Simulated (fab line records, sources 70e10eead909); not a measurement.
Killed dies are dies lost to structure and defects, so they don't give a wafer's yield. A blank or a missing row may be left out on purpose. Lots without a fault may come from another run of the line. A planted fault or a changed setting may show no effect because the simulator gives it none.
A sampling plan put to the test | flow nand_harc | one fab line, 38 faults that these records tell of, each judged on the records of the lots that it struck
The plan is the line's own looks: the steps of the route at which a gauge or an inspection reads the wafer and doesn't change it. A look can be judged if struck wafers have a number there and the file gives its usual mean and standard deviation on fault-free wafers. Caught: at a look after the fault's first step, the mean of the struck wafers lies 4 or more of those standard deviations (sigma) from the usual mean. On the tool: the same test on the tool's own readings at the fault's steps. Another recipe on the struck wafers, or a record that is blank for them alone, also counts as caught.

THE FAULTS, as the simulator had put them in
1. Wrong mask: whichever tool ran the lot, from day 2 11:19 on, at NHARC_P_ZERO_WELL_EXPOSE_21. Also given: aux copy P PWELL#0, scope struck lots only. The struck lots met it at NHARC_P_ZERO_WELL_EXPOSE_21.
2. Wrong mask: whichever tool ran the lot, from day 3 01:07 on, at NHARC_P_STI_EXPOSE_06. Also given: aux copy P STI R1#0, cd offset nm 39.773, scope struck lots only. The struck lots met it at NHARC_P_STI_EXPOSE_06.
3. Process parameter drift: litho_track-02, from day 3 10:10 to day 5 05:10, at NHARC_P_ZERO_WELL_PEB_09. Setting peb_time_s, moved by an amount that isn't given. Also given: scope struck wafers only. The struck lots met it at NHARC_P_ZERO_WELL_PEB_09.
4. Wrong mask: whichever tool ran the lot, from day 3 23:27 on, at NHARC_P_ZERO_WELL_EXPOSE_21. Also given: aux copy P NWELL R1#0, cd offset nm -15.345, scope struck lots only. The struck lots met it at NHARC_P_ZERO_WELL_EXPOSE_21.
5. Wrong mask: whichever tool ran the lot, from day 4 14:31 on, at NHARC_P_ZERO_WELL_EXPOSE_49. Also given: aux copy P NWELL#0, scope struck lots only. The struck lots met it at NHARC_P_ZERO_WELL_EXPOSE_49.
6. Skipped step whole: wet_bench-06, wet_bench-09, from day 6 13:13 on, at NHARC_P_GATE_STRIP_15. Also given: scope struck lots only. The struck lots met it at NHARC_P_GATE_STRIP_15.
7. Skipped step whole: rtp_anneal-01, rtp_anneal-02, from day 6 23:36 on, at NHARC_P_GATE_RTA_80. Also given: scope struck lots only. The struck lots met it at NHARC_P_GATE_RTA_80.
8. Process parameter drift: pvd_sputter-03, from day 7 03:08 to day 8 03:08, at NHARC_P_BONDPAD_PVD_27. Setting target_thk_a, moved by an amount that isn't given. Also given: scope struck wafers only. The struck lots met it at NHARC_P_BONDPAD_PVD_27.
9. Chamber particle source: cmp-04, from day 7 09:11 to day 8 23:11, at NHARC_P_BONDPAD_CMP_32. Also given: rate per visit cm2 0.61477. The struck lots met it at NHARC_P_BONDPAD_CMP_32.
10. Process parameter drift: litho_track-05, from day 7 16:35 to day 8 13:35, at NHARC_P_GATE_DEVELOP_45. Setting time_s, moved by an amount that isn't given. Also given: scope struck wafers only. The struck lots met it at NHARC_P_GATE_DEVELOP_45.
11. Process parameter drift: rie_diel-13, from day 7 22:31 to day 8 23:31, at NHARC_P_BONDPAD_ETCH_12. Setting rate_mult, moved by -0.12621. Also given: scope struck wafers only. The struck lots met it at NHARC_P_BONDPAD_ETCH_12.
12. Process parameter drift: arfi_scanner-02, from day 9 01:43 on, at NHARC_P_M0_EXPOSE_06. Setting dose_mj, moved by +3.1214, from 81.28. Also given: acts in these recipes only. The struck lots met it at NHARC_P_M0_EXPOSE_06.
13. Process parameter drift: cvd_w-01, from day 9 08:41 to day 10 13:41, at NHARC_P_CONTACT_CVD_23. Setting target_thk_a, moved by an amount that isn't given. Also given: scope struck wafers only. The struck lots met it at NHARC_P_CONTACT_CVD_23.
14. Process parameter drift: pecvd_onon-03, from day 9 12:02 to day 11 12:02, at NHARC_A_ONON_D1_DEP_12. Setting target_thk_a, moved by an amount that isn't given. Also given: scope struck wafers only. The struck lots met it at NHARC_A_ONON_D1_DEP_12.
15. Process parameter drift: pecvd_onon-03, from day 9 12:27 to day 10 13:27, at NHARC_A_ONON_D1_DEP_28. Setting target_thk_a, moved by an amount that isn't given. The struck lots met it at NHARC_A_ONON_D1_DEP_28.
16. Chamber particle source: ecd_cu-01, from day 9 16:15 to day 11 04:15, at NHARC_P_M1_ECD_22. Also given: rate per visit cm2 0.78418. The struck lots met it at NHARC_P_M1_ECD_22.
17. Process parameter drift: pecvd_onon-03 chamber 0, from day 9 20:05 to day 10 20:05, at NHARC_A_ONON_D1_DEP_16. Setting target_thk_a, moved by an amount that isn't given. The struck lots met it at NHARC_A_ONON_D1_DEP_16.
18. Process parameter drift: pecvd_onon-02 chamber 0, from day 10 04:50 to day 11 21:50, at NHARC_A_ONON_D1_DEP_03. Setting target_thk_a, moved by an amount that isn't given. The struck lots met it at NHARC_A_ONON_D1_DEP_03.
19. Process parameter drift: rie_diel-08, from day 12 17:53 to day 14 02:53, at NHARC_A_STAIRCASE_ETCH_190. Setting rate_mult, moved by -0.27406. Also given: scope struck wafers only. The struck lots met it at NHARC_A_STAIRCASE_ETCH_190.
20. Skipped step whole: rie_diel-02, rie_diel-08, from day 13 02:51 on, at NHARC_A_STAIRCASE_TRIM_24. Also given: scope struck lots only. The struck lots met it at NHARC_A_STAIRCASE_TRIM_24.
21. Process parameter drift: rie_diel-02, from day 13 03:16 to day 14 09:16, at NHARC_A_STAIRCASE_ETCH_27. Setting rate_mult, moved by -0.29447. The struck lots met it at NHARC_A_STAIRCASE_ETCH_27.
22. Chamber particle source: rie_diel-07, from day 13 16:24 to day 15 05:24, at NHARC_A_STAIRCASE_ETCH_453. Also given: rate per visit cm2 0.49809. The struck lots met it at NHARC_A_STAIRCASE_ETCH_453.
23. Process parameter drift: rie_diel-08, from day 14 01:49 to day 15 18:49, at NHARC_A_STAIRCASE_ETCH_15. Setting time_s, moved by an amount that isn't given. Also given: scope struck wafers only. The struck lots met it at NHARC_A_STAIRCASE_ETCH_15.
24. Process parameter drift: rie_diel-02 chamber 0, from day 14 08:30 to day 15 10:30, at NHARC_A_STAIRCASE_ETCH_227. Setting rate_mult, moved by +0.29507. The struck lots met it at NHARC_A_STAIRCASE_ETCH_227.
25. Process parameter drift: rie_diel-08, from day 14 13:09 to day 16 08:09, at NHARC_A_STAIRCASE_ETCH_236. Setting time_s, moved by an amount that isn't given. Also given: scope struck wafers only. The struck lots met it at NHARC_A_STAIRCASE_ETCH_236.
26. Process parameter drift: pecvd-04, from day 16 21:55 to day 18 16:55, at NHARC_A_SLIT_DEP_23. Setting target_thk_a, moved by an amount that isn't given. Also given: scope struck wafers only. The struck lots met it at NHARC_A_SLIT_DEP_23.
27. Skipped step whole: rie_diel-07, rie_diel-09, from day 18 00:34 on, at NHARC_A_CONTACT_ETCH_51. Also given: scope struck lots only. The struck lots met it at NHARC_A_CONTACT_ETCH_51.
28. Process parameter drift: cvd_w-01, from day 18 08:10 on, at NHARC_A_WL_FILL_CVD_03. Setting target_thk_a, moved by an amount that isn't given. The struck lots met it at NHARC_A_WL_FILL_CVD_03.
29. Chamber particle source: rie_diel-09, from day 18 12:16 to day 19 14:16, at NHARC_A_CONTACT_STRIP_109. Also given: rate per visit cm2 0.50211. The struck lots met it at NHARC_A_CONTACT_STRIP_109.
30. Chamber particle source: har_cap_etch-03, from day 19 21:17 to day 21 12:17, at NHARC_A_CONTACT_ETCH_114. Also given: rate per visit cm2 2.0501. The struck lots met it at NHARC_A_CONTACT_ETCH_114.
31. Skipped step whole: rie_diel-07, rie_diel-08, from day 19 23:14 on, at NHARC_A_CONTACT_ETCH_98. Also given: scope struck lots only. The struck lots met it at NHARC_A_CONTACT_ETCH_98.
32. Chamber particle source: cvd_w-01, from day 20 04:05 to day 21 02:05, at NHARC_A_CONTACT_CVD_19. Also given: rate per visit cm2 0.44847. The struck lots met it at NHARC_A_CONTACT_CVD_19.
33. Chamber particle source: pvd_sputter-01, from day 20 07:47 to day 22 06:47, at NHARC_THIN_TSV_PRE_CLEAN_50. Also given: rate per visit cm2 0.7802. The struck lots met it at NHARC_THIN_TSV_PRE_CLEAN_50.
34. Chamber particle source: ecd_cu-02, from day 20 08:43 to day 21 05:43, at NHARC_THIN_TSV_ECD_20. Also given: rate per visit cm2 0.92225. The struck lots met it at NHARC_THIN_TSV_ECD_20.
35. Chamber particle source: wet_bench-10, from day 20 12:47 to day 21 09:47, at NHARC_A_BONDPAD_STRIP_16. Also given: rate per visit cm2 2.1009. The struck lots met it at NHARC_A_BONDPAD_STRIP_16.
36. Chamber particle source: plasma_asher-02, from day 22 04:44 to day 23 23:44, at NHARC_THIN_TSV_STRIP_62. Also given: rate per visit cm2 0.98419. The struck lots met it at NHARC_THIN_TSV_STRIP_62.
37. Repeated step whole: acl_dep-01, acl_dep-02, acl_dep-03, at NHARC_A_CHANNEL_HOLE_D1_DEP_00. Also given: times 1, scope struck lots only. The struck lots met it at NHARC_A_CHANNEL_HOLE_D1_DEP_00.
38. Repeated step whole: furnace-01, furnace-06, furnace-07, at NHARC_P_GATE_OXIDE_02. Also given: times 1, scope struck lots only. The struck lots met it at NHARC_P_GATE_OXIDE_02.

WHAT THE PLAN SAW
fault | on the tool itself                               | first look that catches it                      | reading, sigma                                         | median hours from its first step to that look | hours from the fault's start to the first struck lot there | judged looks passed uncaught
1     | under 2 sigma                                    | NHARC_END_SORT_01                               | killed_at_periphery +99 or beyond                      | 435.4                                         | 437                                                        | 0
2     | no reading that can be judged                    | NHARC_P_STI_CD_MEAS_09                          | cd_nm +21                                              | 0.1                                           | 4                                                          | 0
3     | under 2 sigma                                    | none of the 2 looks that can be judged after it | strongest: cd_nm at NHARC_P_ZERO_WELL_CD_MEAS_11, +3.2 | -                                             | -                                                          | 2
4     | no reading that can be judged                    | NHARC_P_ZERO_WELL_CD_MEAS_24                    | cd_nm -10                                              | 0.2                                           | 3                                                          | 0
5     | no reading that can be judged                    | NHARC_END_SORT_01                               | killed_at_periphery +99 or beyond                      | 428.8                                         | 431                                                        | 0
6     | the tool's record is blank for the struck wafers | NHARC_END_SORT_01                               | killed_at_periphery +99 or beyond                      | 364.6                                         | 371                                                        | 0
7     | the tool's record is blank for the struck wafers | NHARC_END_SORT_01                               | killed_at_periphery +99 or beyond                      | 338.3                                         | 337                                                        | 0
8     | under 2 sigma                                    | NHARC_END_SORT_01                               | killed_at_periphery +99 or beyond                      | 303.8                                         | 305                                                        | 0
9     | under 2 sigma                                    | NHARC_END_SORT_01                               | killed_at_periphery +99 or beyond                      | 321.2                                         | 319                                                        | 0
10    | no reading that can be judged                    | NHARC_END_SORT_01                               | killed_at_periphery +99 or beyond                      | 339.5                                         | 345                                                        | 0
11    | oes_product_au -4.0 sigma                        | NHARC_END_SORT_01                               | killed_at_periphery +99 or beyond                      | 318.4                                         | 332                                                        | 1
12    | exposure_dose_mJ_cm2 +30 sigma                   | NHARC_P_M0_CD_MEAS_09                           | cd_nm +4.0                                             | 0.1                                           | 0                                                          | 0
13    | under 2 sigma                                    | not the one look that can be judged after it    | -                                                      | -                                             | -                                                          | 1
14    | no reading that can be judged                    | NHARC_A_ONON_D1_THK_MEAS_14                     | thk_nm -44                                             | 0.5                                           | 6                                                          | 0
15    | under 2 sigma                                    | NHARC_A_ONON_D1_THK_MEAS_30                     | thk_nm +70                                             | 0.5                                           | 5                                                          | 0
16    | no reading that can be judged                    | NHARC_END_SORT_01                               | killed_at_periphery +99 or beyond                      | 314.6                                         | 319                                                        | 0
17    | no reading that can be judged                    | NHARC_A_ONON_D1_THK_MEAS_18                     | thk_nm +56                                             | 0.5                                           | 6                                                          | 0
18    | under 2 sigma                                    | NHARC_A_ONON_D1_THK_MEAS_05                     | thk_nm -76                                             | 0.5                                           | 13                                                         | 0
19    | oes_product_au -14 sigma                         | NHARC_END_SORT_01                               | killed_at_array +61                                    | 206.9                                         | 211                                                        | 0
20    | the tool's record is blank for the struck wafers | NHARC_END_SORT_01                               | killed_dies +65                                        | 206.7                                         | 214                                                        | 0
21    | oes_product_au -15 sigma                         | NHARC_END_SORT_01                               | killed_at_array +65                                    | 207.1                                         | 213                                                        | 0
22    | under 2 sigma                                    | NHARC_END_SORT_01                               | killed_at_array +5.7                                   | 182.0                                         | 187                                                        | 0
23    | run_length_s -34 sigma                           | NHARC_END_SORT_01                               | killed_dies +65                                        | 201.8                                         | 201                                                        | 0
24    | oes_product_au +14 sigma                         | NHARC_END_SORT_01                               | killed_at_array +65                                    | 200.3                                         | 201                                                        | 0
25    | run_length_s +29 sigma                           | NHARC_END_SORT_01                               | killed_at_array +64                                    | 187.7                                         | 190                                                        | 0
26    | under 2 sigma                                    | NHARC_END_SORT_01                               | killed_dies +64                                        | 123.5                                         | 140                                                        | 0
27    | the tool's record is blank for the struck wafers | NHARC_END_SORT_01                               | killed_at_array +65                                    | 77.9                                          | 72                                                         | 0
28    | under 2 sigma                                    | NHARC_END_SORT_01                               | killed_dies +29                                        | 106.1                                         | 110                                                        | 0
29    | no reading that can be judged                    | NHARC_END_SORT_01                               | killed_at_array +6.8                                   | 52.3                                          | 51                                                         | 1
30    | no reading that can be judged                    | NHARC_END_SORT_01                               | killed_at_array +8.8                                   | 73.4                                          | 74                                                         | 0
31    | the tool's record is blank for the struck wafers | NHARC_END_SORT_01                               | killed_dies +65                                        | 53.7                                          | 50                                                         | 1
32    | under 2 sigma                                    | NHARC_END_SORT_01                               | killed_dies +6.3                                       | 52.2                                          | 52                                                         | 1
33    | under 2 sigma                                    | NHARC_END_SORT_01                               | killed_at_other +48                                    | 18.3                                          | 25                                                         | 2
34    | no reading that can be judged                    | NHARC_END_SORT_01                               | killed_at_other +99 or beyond                          | 14.7                                          | 16                                                         | 0
35    | no reading that can be judged                    | NHARC_END_SORT_01                               | sort_bin_3_pct +24                                     | 31.6                                          | 36                                                         | 3
36    | under 2 sigma                                    | NHARC_END_SORT_01                               | killed_at_other +82                                    | 22.8                                          | 20                                                         | 3
37    | under 2 sigma                                    | NHARC_END_SORT_01                               | killed_dies +65                                        | 271.1                                         | -                                                          | 1
38    | under 2 sigma                                    | NHARC_END_SORT_01                               | killed_at_periphery +99 or beyond                      | 377.6                                         | -                                                          | 0
A dash: the fault isn't caught, or these records don't give the number.

Caught at a look: 36 of 38. Caught on the tool: 12 of 38. By one or the other: 36 of 38.
Caught at a look alone: faults 1, 2, 4, 5, 8, 9, 10, 14, 15, 16, 17, 18, 22, 26, 28, 29, 30, 32, 33, 34, 35, 36, 37, 38.
Caught by neither: faults 3, 13.

THINNER SAMPLING
If the look that catches a fault measured only every second or every third lot, by lot number, the first struck lot would be measured this late in the worst case:
fault | struck lots at that look, in order of time | every lot | every second lot | every third lot
1     | L952                                       | 437 h     | may miss it      | may miss it
2     | L366                                       | 4 h       | may miss it      | may miss it
4     | L678                                       | 3 h       | may miss it      | may miss it
5     | L162                                       | 431 h     | may miss it      | may miss it
6     | L109, L108                                 | 371 h     | 372 h            | may miss all 2
7     | L405, L407                                 | 337 h     | may miss all 2   | may miss all 2
8     | L935                                       | 305 h     | may miss it      | may miss it
9     | L783, L784                                 | 319 h     | 336 h            | may miss all 2
10    | L956, L957                                 | 345 h     | 347 h            | may miss all 2
11    | L785                                       | 332 h     | may miss it      | may miss it
12    | L964, L966, L972                           | 0 h       | may miss all 3   | may miss all 3
14    | L326, L328                                 | 6 h       | may miss all 2   | may miss all 2
15    | L551, L553                                 | 5 h       | may miss all 2   | may miss all 2
16    | L762, L763                                 | 319 h     | 332 h            | may miss all 2
17    | L705, L707                                 | 6 h       | may miss all 2   | may miss all 2
18    | L350, L351                                 | 13 h      | 31 h             | may miss all 2
19    | L866, L867, L868                           | 211 h     | 217 h            | 225 h
20    | L608, L607, L609                           | 214 h     | 214 h            | 227 h
21    | L657, L656                                 | 213 h     | 214 h            | may miss all 2
22    | L103, L105                                 | 187 h     | may miss all 2   | may miss all 2
23    | L348, L349, L352                           | 201 h     | 212 h            | may miss all 3
24    | L524                                       | 201 h     | may miss it      | may miss it
25    | L401, L402                                 | 190 h     | 203 h            | may miss all 2
26    | L898, L902                                 | 140 h     | may miss all 2   | may miss all 2
27    | L265, L267                                 | 72 h      | may miss all 2   | may miss all 2
28    | L439                                       | 110 h     | may miss it      | may miss it
29    | L584, L588, L590                           | 51 h      | may miss all 3   | may miss all 3
30    | L991, L993                                 | 74 h      | may miss all 2   | may miss all 2
31    | L577, L579                                 | 50 h      | may miss all 2   | may miss all 2
32    | L374, L375                                 | 52 h      | 66 h             | may miss all 2
33    | L851, L857                                 | 25 h      | may miss all 2   | may miss all 2
34    | L103, L105                                 | 16 h      | may miss all 2   | may miss all 2
35    | L570, L571                                 | 36 h      | 36 h             | may miss all 2
36    | L985, L987                                 | 20 h      | may miss all 2   | may miss all 2
Hours are from the fault's start to the first struck lot that is measured. The limit of 4 sigma was tested on all struck wafers together, so one lot alone may lie under it. Other struck lots may not be in these records.

THE LONGEST TIMED WAY FROM STEP TO LOOK
Fault 1: a median of 435.4 hours passes between NHARC_P_ZERO_WELL_EXPOSE_21 and NHARC_END_SORT_01. No look between them can be judged.
